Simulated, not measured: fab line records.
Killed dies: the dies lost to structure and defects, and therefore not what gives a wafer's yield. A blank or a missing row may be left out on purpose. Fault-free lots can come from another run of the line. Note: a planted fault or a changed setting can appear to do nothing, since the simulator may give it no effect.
Chamber matching ; flow nandHarc ; NHARC_P_CONTACT_DEP_30 on pecvd-01: 3 sister chambers
The step deposits SiNx, target thk 30 nm. 6 wafers are shown with their chamber, then 9 later ones without.

== WAFERS PAIRED WITH THEIR CHAMBERS ==
wafer;chamber;heaterPowerW (W);susceptorTempC (C)
L083.5;0;740;400.22
L086.2;1;464;399.79
L086.5;2;769;400.32
L087.3;0;645;400.18
L087.4;1;443;399.97
L087.5;2;652;399.81

== WAFERS MISSING THEIR CHAMBER ==
wafer;heaterPowerW (W);susceptorTempC (C)
L089.2;751;400.15
L089.3;494;399.87
L089.5;768;400.57
L093.1;754;399.84
L093.3;758;400.11
L093.5;781;399.84
L094.3;448;400.18
L094.4;657;400.11
L094.5;467;400.21

== WHICH CHAMBER EACH WENT THROUGH ==
wafer;from the rows above;in truth
L089.2;can't be placed: 2 or 0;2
L089.3;1;1
L089.5;can't be placed: 0 or 2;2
L093.1;can't be placed: 2 or 0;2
L093.3;can't be placed: 2 or 0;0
L093.5;can't be placed: 2 or 0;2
L094.3;1;1
L094.4;can't be placed: 0 or 2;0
L094.5;1;1
Correct placement for 3 of the 9. Unplaceable from these rows: 6, with the true chamber sitting among the candidates in 6. Placed wrongly: 0.
How it was worked out, from the rows above alone: a wafer's distance from a chamber is the root of the sum, over the readings, of the square of ((its reading less the chamber's mean) divided by the reading's scatter). If the next closest chamber is less than 2 further off than the closest, the wafer can't be placed; otherwise it belongs to the closest. Each chamber's mean is taken over the wafers shown for it. The scatter: take each reading less its chamber's mean, square it, sum over the shown wafers, divide by the number of wafers less the number of chambers, and take the root.
